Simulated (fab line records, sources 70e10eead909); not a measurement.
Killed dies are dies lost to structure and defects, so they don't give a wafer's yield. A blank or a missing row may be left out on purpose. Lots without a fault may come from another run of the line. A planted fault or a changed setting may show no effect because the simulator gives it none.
fab line records | flow nand_harc
record lots=7 wafers=20 last_day=33
route steps=1302 shown A_BLC@1121
lots that met no fault: from a run of the same line without faults
start_h: hours from the record's first day to the start of the lot's first wafer shown | wait_h: hours since the lot's step before | " the same as in the row above | L1.1+2: a row that stands for several wafers | - no value, or no start given | * or withheld: withheld | < > ~ a bound
route shown NAME@n: a module of which the file shows steps, and the number in the route of the first | usual: mean/standard deviation of fault-free wafers | same: alike in all rows | chamber/n: place in a boat | sites: the reading at each site | _std_site: their standard deviation | _edge_site: outer sites' mean less inner sites' | radius_mm: how far each site lies from the wafer's centre | mask NAME#n: copy n | behind: the tool/chamber that last shaped the wafer | hold: why the lot was held/for how many hours/how that ended | device: the transistor (n, p or np) that didn't switch | end of line: the same wafers' tests at the end of the route | a step without rows: its recipe alone | killed: dies lost to structure and defects at the first sort, not the wafer's yield | map: a wafer's dies, x killed, . not, _ none there
set.NAME: the setting as run; set.NAME@STEP: as run at that earlier step | model.NAME: the simulator's own value behind a step, which no gauge read
lots at some steps of the route; a table a step, a row a wafer
services: from which hour (start_h, from the record's first day; less than 0 if before it) a tool's chamber was out of use, for how many hours, and why
## steps
# step NHARC_A_BLC_ETCH_16
# recipe target_depth_a=390 over_etch_frac=0.3 time_s=65 ion_energy_ev=80 cf4_flow_sccm=150 ar_flow_sccm=0 rf_w=300 bias_w=100 chemistry=CF4
# usual chamber_pressure_mTorr=50.00/0.046 drypump_motor_current_A=6.0/0.54 oes_product_au=0.999/0.0079 rf_vpp_V=150.8/1.1 showerhead_plenum_p_Torr=1.72/0.062 throttle_valve_pct=13.283/0.0096
# same over_etch_frac=0.3
# columns lot.wafer tool chamber start_h wait_h chamber_pressure_mTorr drypump_motor_current_A oes_product_au rf_hours_counter_h rf_vpp_V showerhead_plenum_p_Torr throttle_valve_pct
L817.4 rie_diel-09 3 559.73 0.1 50.02 5.8 1.004 3 150.6 1.74 13.301
L817.3 " 0 " " 49.99 6.8 1.011 3 149.8 1.70 13.288
L817.1 " 1 " " 49.98 5.4 1.012 3 148.6 1.66 13.276
L824.4 rie_diel-09 0 626.64 0.1 49.98 6.8 1.000 9 150.4 1.70 13.283
L824.5 " 3 " " 49.92 5.8 0.997 - 150.3 1.73 13.303
L824.6 " 0 " " 49.98 6.8 0.993 - 149.6 1.70 13.274
L825.3 rie_diel-12 0 637.64 0.1 50.01 5.4 1.005 1 151.6 1.84 13.273
L825.4 " 1 " " 50.00 5.7 1.006 1 150.1 1.64 13.298
L825.5 " 1 " " 49.97 5.7 0.995 - 149.0 1.64 13.286
L826.2 rie_diel-12 0 657.96 0.1 50.05 5.4 1.005 4 153.4 1.83 13.282
L826.6 " 1 " " 49.97 5.7 0.995 - 149.7 1.64 13.283
L829.4 rie_diel-12 3 671.00 0.1 50.01 5.8 0.991 3 152.4 1.84 13.283
L829.6 " 0 " " 50.03 5.4 1.007 - 151.9 1.83 13.280
L829.5 " 1 " " 49.99 5.7 1.000 - 150.3 1.64 13.290
L833.4 rie_diel-09 1 708.02 0.1 49.92 5.4 1.000 2 150.1 1.66 13.304
L833.3 " 2 " " 49.96 6.7 1.007 2 152.2 1.70 13.278
L833.6 " 3 " " 50.02 5.8 0.982 - 151.6 1.73 13.274
L836.3 rie_diel-12 1 754.79 0.1 50.01 5.7 0.999 12 150.2 1.64 13.303
L836.6 " 3 " " 50.00 5.8 0.997 - 152.1 1.84 13.263
L836.5 " 0 " " 50.09 5.4 0.990 - 151.7 1.83 13.263
# step NHARC_A_BLC_ETCH_17
# recipe target_depth_a=3900 over_etch_frac=0.25 time_s=609.38 ion_energy_ev=200 n2_flow_sccm=150 h2_flow_sccm=150 ar_flow_sccm=0 rf_w=400 bias_w=150 chemistry=N2/H2
# usual chamber_pressure_mTorr=30.001/0.026 drypump_motor_current_A=6.0/0.55 oes_product_au=0.999/0.0072 rf_vpp_V=428.6/2.2 showerhead_plenum_p_Torr=1.97/0.075 throttle_valve_pct=14.170/0.0094
# same over_etch_frac=0.25
# columns lot.wafer tool chamber start_h wait_h chamber_pressure_mTorr drypump_motor_current_A oes_product_au rf_hours_counter_h rf_vpp_V showerhead_plenum_p_Torr throttle_valve_pct
L817.3 rie_diel-09 2 - - 30.052 6.7 0.994 2 428.7 1.95 14.175
L817.4 " 0 " " 29.943 6.8 1.006 3 427.5 1.96 14.185
L817.1 " 1 " " 29.995 5.4 1.007 3 426.5 1.90 14.174
L824.4 rie_diel-09 0 - - 29.979 6.8 0.991 9 428.2 1.95 14.173
L824.6 " 0 " " 29.977 6.8 0.993 - 428.1 1.95 14.168
L824.5 " 1 " " 30.000 5.4 1.001 - 426.6 1.90 14.165
L825.4 rie_diel-12 2 - - 30.054 5.7 0.994 1 427.8 1.97 14.170
L825.3 " 0 " " 30.007 5.4 0.995 1 432.6 2.12 14.172
L825.5 " 2 " " 30.047 5.6 0.990 - 428.8 1.97 14.171
L826.2 rie_diel-12 1 - - 29.974 5.7 1.003 3 425.5 1.87 14.165
L826.6 " 1 " " 29.991 5.7 0.998 - 426.0 1.87 14.167
L829.4 rie_diel-12 2 - - 30.019 5.6 1.006 4 427.0 1.97 14.164
L829.6 " 1 " " 29.962 5.7 0.996 - 427.7 1.87 14.168
L829.5 " 2 " " 30.004 5.7 1.004 - 428.3 1.97 14.182
L833.3 rie_diel-09 3 - - 29.986 5.8 1.004 2 429.4 1.99 14.169
L833.4 " 1 " " 30.008 5.4 1.004 2 426.2 1.90 14.165
L833.6 " 3 " " 29.966 5.8 0.993 - 429.3 1.99 14.165
L836.3 rie_diel-12 1 - - 30.009 5.7 1.000 12 426.3 1.87 14.164
L836.6 " 2 " " 29.963 5.6 0.996 - 429.4 1.97 14.171
L836.5 " 3 " " 29.979 5.8 0.993 - 433.7 2.13 14.171
# step NHARC_A_BLC_ETCH_18
# recipe target_depth_a=9100 c4f8_flow_sccm=20 o2_flow_sccm=10 ar_flow_sccm=withheld rf_w=600 bias_w=1500 chemistry=C4F8/O2/Ar
# usual chamber_pressure_mTorr=25.000/0.024 oes_product_au=0.954/0.02 rf_vpp_V=974/5
# columns lot.wafer tool chamber start_h wait_h chamber_pressure_mTorr oes_product_au rf_hours_counter_h rf_vpp_V
L817.3 rie_diel-09 3 - - 25.043 0.957 3 977
L817.1 " 0 " " 25.002 0.956 3 973
L817.4 " 1 " " 24.993 0.953 3 968
L824.4 rie_diel-09 1 - - 25.053 0.961 9 968
L824.5 " 3 " " 25.016 0.976 - 974
L824.6 " 0 " " 24.956 0.976 - 974
L825.3 rie_diel-12 3 - - 25.028 0.955 1 984
L825.4 " 1 " " 24.985 0.978 1 968
L825.5 " 3 " " 25.023 0.952 - 983
L826.2 rie_diel-12 3 - - 25.019 0.957 2 984
L826.6 " 0 " " 24.978 0.955 - 984
L829.4 rie_diel-12 1 - - 24.992 0.971 5 967
L829.5 " 1 " " 24.952 0.971 - 966
L829.6 " 2 " " 25.015 0.985 - 975
L833.4 rie_diel-09 3 - - 25.011 0.906 2 976
L833.3 " 1 " " 25.021 0.919 2 969
L833.6 " 3 " " 24.967 0.913 - 975
L836.3 rie_diel-12 1 - - 24.977 0.924 12 967
L836.6 " 3 " " 25.022 0.917 - 984
L836.5 " 0 " " 25.017 0.918 - 983
# step NHARC_A_BLC_CD_MEAS_19
# usual cd_nm=100.6/2.3
# columns lot.wafer tool chamber start_h wait_h cd_nm
L817.1 cd_sem-01 - 560.61 - 99.8
L817.3 " - " " 98.2
L817.4 " - " " 98.5
L824.4 cd_sem-03 - 627.52 - 104.4
L824.5 " - " " 100.2
L824.6 " - " " 103.3
L825.3 cd_sem-02 - 638.52 - 100.4
L825.4 " - " " 103.9
L825.5 " - " " 104.0
L826.2 cd_sem-01 - 658.82 - 104.9
L826.6 " - " " 106.8
L829.4 cd_sem-02 - 671.87 - 101.2
L829.5 " - " " 100.2
L829.6 " - " " 103.9
L833.3 cd_sem-03 - 708.90 - 98.8
L833.4 " - " " 101.2
L833.6 " - " " 100.7
L836.3 cd_sem-02 - 755.66 - 102.2
L836.5 " - " " 102.9
L836.6 " - " " 102.0
# step NHARC_A_BLC_STRIP_29
# recipe cf4_flow_sccm=150 ar_flow_sccm=0 bias_w=0 chemistry=CF4
# step NHARC_A_BLC_STRIP_21
# recipe o2_flow_sccm=500 ar_flow_sccm=0 bias_w=0 chemistry=O2
# step NHARC_A_BLC_STRIP_22
# recipe time_s=600 temp_c=30 chemistry=post_etch_residue_remover
# step NHARC_A_BLC_DEGAS_30
# recipe temp_c=300 time_s=60
# step NHARC_A_BLC_PRE_CLEAN_31
# recipe time_s=15 bias_v=250 gas=Ar
# step NHARC_A_BLC_PVD_32
# recipe target_thk_a=50 chamber_pressure_pa=5 power_w=5000 substrate_temp_c=200 time_s=17.7 material=Ti
# step NHARC_A_BLC_ALD_23
# recipe target_thk_a=30 pulse_time_s=1 ald_cycles=150 temp_c=450 material=TiN
# usual heater_power_outer_w=700/82 heater_power_w=1116/130 precursor_pulse_height_rel=1.002/0.02
# columns lot.wafer tool chamber start_h wait_h heater_power_outer_w heater_power_w precursor_pulse_height_rel
L817.4 ald_metal-01 3 561.47 - 654 1003 1.018
L817.3 " 0 " " 633 1022 0.984
L817.1 " 1 " " 689 1113 0.969
L824.4 ald_metal-03 0 628.41 - 668 1002 1.002
L824.6 " 1 " " 870 1418 0.994
L824.5 " 2 " " 608 990 0.988
L825.3 ald_metal-03 1 639.40 - 887 1440 1.028
L825.4 " 2 " " 618 987 0.983
L825.5 " 0 " " 678 1047 1.013
L826.2 ald_metal-03 1 659.70 - 869 1443 0.985
L826.6 " 0 " " 679 1041 0.974
L829.4 ald_metal-03 3 672.75 - 728 1098 0.975
L829.5 " 1 " " 857 1400 0.986
L829.6 " 2 " " 605 1021 1.031
L833.4 ald_metal-04 1 709.73 - 725 1110 1.001
L833.3 " 0 " " 781 1248 1.038
L833.6 " 2 " " 688 1118 0.988
L836.3 ald_metal-03 1 756.54 - 903 1464 0.995
L836.6 " 0 " " 692 1067 0.975
L836.5 " 1 " " 904 1440 0.986
# step NHARC_A_BLC_CVD_24
# recipe target_thk_a=1500 temp_c=300 pressure_torr=40 wf6_flow_sccm=40 h2_flow_sccm=1600 ar_flow_sccm=1560 time_s=434 material=W
# usual chamber_pressure_Torr=39.98/0.084 heater_power_outer_w=269/36 heater_power_w=482/64 throttle_valve_pct=8.1/0.41
# columns lot.wafer tool chamber start_h wait_h chamber_pressure_Torr heater_power_outer_w heater_power_w throttle_valve_pct
L817.1 cvd_w-01 0 - - 39.83 206 370 7.7
L817.4 " 0 " " 39.96 209 360 7.6
L817.3 " 1 " " 39.92 276 499 8.6
L824.4 cvd_w-01 0 - - 40.01 205 368 7.6
L824.6 " 1 " " 39.98 274 496 8.8
L824.5 " 0 " " 39.91 207 366 7.7
L825.4 cvd_w-01 1 - - 40.02 275 512 8.8
L825.3 " 0 " " 40.01 208 361 7.9
L825.5 " 0 " " 40.16 208 363 7.7
L826.2 cvd_w-02 1 - - 39.93 296 527 7.8
L826.6 " 0 " " 40.09 281 489 8.3
L829.4 cvd_w-02 1 - - 39.97 299 525 7.9
L829.5 " 1 " " 39.98 290 523 7.9
L829.6 " 0 " " 39.82 271 487 8.1
L833.3 cvd_w-02 1 - - 40.01 292 528 7.7
L833.4 " 0 " " 40.09 276 486 8.3
L833.6 " 0 " " 39.95 274 485 8.3
L836.3 cvd_w-02 0 - - 40.04 272 495 8.3
L836.5 " 0 " " 40.14 269 488 8.6
L836.6 " 1 " " 40.03 291 520 7.8
# step NHARC_A_BLC_CMP_25
# recipe t_overpolish_s=30 target_thk_nm=150
# usual edge_zone_pressure_frac=1.000/0.0051 motor_current_A=12.4/1.3 overpolish_run_s=30.000/0.0094 pad_life_wafers=261/130 t_overpolish_s=30/0 time_to_endpoint_s=28.0/2.4
# columns lot.wafer tool chamber start_h wait_h edge_zone_pressure_frac motor_current_A overpolish_run_s pad_life_wafers t_overpolish_s time_to_endpoint_s
L817.4 cmp-01 3 562.20 0.3 0.994 11.1 30.007 252 30 29.5
L817.1 " 0 " " 0.998 13.3 30.015 253 30 27.0
L817.3 " 2 " " 1.001 10.7 29.989 255 30 29.7
L824.4 cmp-03 3 629.16 0.3 - - - - - -
L824.6 " 0 " " - - - - - -
L824.5 " 1 " " - - - - - -
L825.4 cmp-03 1 640.12 0.3 - - - - - -
L825.3 " 2 " " - - - - - -
L825.5 " 0 " " - - - - - -
L826.2 cmp-01 2 660.42 0.5 - - - - - -
L826.6 " 2 " " - - - - - -
L829.4 cmp-01 3 673.52 0.4 0.999 11.9 30.007 465 30 27.6
L829.5 " 0 " " 1.002 12.7 30.009 - 30 30.0
L829.6 " 1 " " 0.999 13.0 29.999 - 30 28.2
L833.4 cmp-01 2 710.48 0.3 1.004 10.5 29.993 163 30 25.6
L833.3 " 0 " " 0.998 13.5 29.994 165 30 25.0
L833.6 " 1 " " 0.994 13.0 30.018 - 30 26.2
L836.3 cmp-01 0 757.25 0.3 1.002 12.6 30.001 396 30 31.3
L836.5 " 0 " " 1.006 13.1 29.993 - 30 33.2
L836.6 " 1 " " 0.991 13.3 30.017 - 30 31.6
# step NHARC_A_BLC_SRD_27
# step NHARC_A_BLC_INSPECT_28
# usual raw_defect_count=508/130
# columns lot.wafer tool chamber start_h wait_h raw_defect_count
L817.1 defect_inspect-01 - 562.61 0.1 398
L817.3 " - " " 412
L817.4 " - " " 393
L824.4 defect_inspect-01 - 629.49 0.1 6610
L824.5 " - " " 6602
L824.6 " - " " 6638
L825.3 defect_inspect-01 - 640.50 0.1 6920
L825.4 " - " " 6663
L825.5 " - " " 6790
L826.2 defect_inspect-01 - 660.79 0.1 6667
L826.6 " - " " 6700
L829.4 defect_inspect-02 - 673.85 0.1 779
L829.5 " - " " 398
L829.6 " - " " 346
L833.3 defect_inspect-02 - 710.86 0.1 367
L833.4 " - " " 459
L833.6 " - " " 388
L836.3 defect_inspect-01 - 757.65 0.1 572
L836.5 " - " " 755
L836.6 " - " " 1214
## services
# columns tool chamber start_h hours kind
cmp-01 - 538.80 0.5 repair
cvd_w-01 - 547.12 13.0 pm
ald_metal-03 - 568.10 10.0 pm
rie_diel-12 - 570.25 0.7 repair
cmp-01 - 577.92 4.0 pm
cvd_w-02 0 579.05 2.6 repair
cmp-01 - 587.37 2.1 repair
rie_diel-12 2 594.09 10.2 repair
cmp-01 - 619.56 2.3 repair
rie_diel-12 - 622.43 9.0 pm
cvd_w-02 - 631.12 13.0 pm
rie_diel-12 2 640.39 5.0 repair
rie_diel-12 3 644.06 7.3 repair
cmp-01 - 656.74 0.4 repair
ald_metal-03 3 662.08 5.1 repair
rie_diel-09 - 674.10 9.0 pm
cmp-01 - 675.92 4.0 pm
cvd_w-01 0 682.25 1.3 repair
rie_diel-12 3 711.61 2.5 repair
rie_diel-12 1 720.06 9.1 repair
cvd_w-01 0 720.17 18.4 repair
cvd_w-01 - 728.12 13.0 pm
ald_metal-03 - 746.10 10.0 pm
rie_diel-09 0 756.43 9.0 repair
## key
first_sign step=NHARC_A_BLC_CMP_25 reading=tool_record direction=missing
effect step=NHARC_A_BLC_INSPECT_28 reading=raw_defect_count direction=up sigmas=47 usual=508 struck=6699
met_at NHARC_A_BLC_CMP_25
struck_wafers L824.4,L824.5,L824.6,L825.3,L825.4,L825.5,L826.2,L826.6
later_rows_left_out L824.4,L824.5,L824.6,L825.3,L825.4,L825.5,L826.2,L826.6
sort_left_out L824.4,L824.5,L824.6,L825.3,L825.4,L825.5,L826.2,L826.6
tester_left_out L824,L825,L826
onset_between 562.20 629.16
fault kind=skipped_step_whole tool=cmp-01,cmp-03 chamber=- onset_h=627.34 steps=NHARC_A_BLC_CMP_25 scope=struck_lots_only
# tester_left_out: of these lots the tester's yield and bins aren't shown, on N5 and GAA mostly nor the transistor test; their killed dies are dies lost to structure and defects alone, not to doping, threshold or leakage, so they don't give the yield
# sort_left_out: the simulated sort isn't trusted on such a fault, so these wafers' sort isn't shown, and their yield isn't known
# later_rows_left_out: the simulator's readings of these wafers behind a module that went badly wrong aren't trusted and aren't shown, but for the sort
